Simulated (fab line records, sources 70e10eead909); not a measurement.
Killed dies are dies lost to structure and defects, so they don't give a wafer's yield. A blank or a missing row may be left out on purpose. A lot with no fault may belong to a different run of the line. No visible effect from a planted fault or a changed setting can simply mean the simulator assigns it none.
A struck lot beside a sound one	flow nand-harc	15 out of 1159 route steps
Sound: the wafers L878.1, L878.5, L878.6. The struck wafers were L892.1, L892.3, L892.4. The cause is named last.
Per side, at each step with rows, come the tool, then ch with its chambers, and then its first start. Under that, the readings that differ: sound wafers	struck wafers	difference of the means	sigmas: that difference in standard deviations of wafers without a fault.
alike: readings with means less than 2 such deviations apart, plus words and numbers identical on both sides. not compared: withheld readings, readings lacking a value on some wafer, bounds such as >300 that could conceal the same value, and numbers that have no deviation in the record and whose values overlap.
A row with sigmas, a row that says differs or no value, or rows on one side alone: a step with any of these is where the two part. Numbers that have no deviation but don't overlap get no sigmas and don't part them. A reading that every wafer of one side lacks parts them only if that side has two wafers or more.

NHARC_P_CONTACT_INSPECT_14:
  struck on defect-inspect-01, day 9 20:07; sound on defect-inspect-02, day 6 05:46
  alike: raw-defect-count
then, 1 step without rows for these wafers: NHARC_P_CONTACT_DESCUM_17 (chemistry O2, time 3 s).
NHARC_P_CONTACT_ETCH_35: etches the open film in CF4, target depth 39 nm, time 65 s.
  sound on rie-diel-01 ch 2,3, day 6 05:55; struck on rie-diel-11 ch 1,2,3, day 9 20:15
  alike: drypump-motor-current-A, mfc-ar-sccm, oes-product-au, rf-fwd-power-W, rf-vpp-V, showerhead-plenum-p-Torr, throttle-valve-pct
  not compared: rf-hours-counter-h
then, 3 steps without rows for these wafers: NHARC_P_CONTACT_ETCH_36 (etches the open film in N2/H2, target depth 260 nm, time 406.25 s); NHARC_P_CONTACT_ETCH_18 (etches the open film in C4F8/O2/Ar, target depth 481 nm, time 240.5 s); NHARC_P_CONTACT_STRIP_37 (strips in C4F8/O2/Ar).
NHARC_P_CONTACT_ETCH_31: etches the open film in CH3F/O2, target depth 30 nm, time 85.7 s.
  sound on rie-diel-01 ch 2,3; struck on rie-diel-11 ch 1,2,3
  alike: drypump-motor-current-A, mfc-ar-sccm, oes-product-au, rf-fwd-power-W, rf-vpp-V, showerhead-plenum-p-Torr, throttle-valve-pct
  not compared: rf-hours-counter-h
NHARC_P_CONTACT_CD_MEAS_19:
  struck on cd-sem-01, day 9 21:02; sound on cd-sem-01, day 6 06:42
reading	sound	struck	difference	sigmas
cd-nm (nm)	92.7 92.0 90.3	89.6 88.3 88.4	-2.9	-3
NHARC_P_CONTACT_STRIP_28: strips in O2.
  sound on rie-diel-11 ch 0,1, day 6 06:47; struck on rie-diel-11 ch 0,1,3, day 9 21:07
  alike: drypump-motor-current-A, mfc-ar-sccm, oes-product-au, rf-vpp-V, showerhead-plenum-p-Torr, throttle-valve-pct
  not compared: rf-hours-counter-h
then, 1 step without rows for these wafers: NHARC_P_CONTACT_STRIP_29 (strips in post etch residue remover, time 1200 s).
NHARC_P_CONTACT_DEGAS_38: time 60 s.
  struck on pvd-sputter-03, day 9 21:49; sound on pvd-sputter-01, day 6 07:25
  alike: heater-power-w
then, 1 step without rows for these wafers: NHARC_P_CONTACT_PRE_CLEAN_39 (time 19.5 s).
NHARC_P_CONTACT_PVD_32: deposits Ti, target thk 5 nm, time 17.7 s.
  struck on pvd-sputter-03, day 9 22:11; sound on pvd-sputter-01, day 6 07:35
  alike: throttle-valve-pct
NHARC_P_CONTACT_ALD_22: deposits TiN, target thk 3 nm, pulse time 1 s, ald cycles 150.
  sound on ald-metal-04 ch 0,1,2, day 6 07:41; struck on ald-metal-01 ch 0,1,2, day 9 22:21
  alike: heater-power-w, precursor-pulse-height-rel
-- the record jumps here: 14 days lie between the struck wafers' starts before and after (it left off in module P_CONTACT and takes up again in module END, whose first step shown is number 1159 of the route) --
NHARC_END_SORT_01:
  at this point the record logs the struck wafers (prober-01 ch 0, day 23 16:32) and has no rows for the sound ones

== WHERE THEY PART ==
Last at NHARC_END_SORT_01 as far as this record goes, first at NHARC_P_CONTACT_CD_MEAS_19.

WHY: whatever the simulator had introduced
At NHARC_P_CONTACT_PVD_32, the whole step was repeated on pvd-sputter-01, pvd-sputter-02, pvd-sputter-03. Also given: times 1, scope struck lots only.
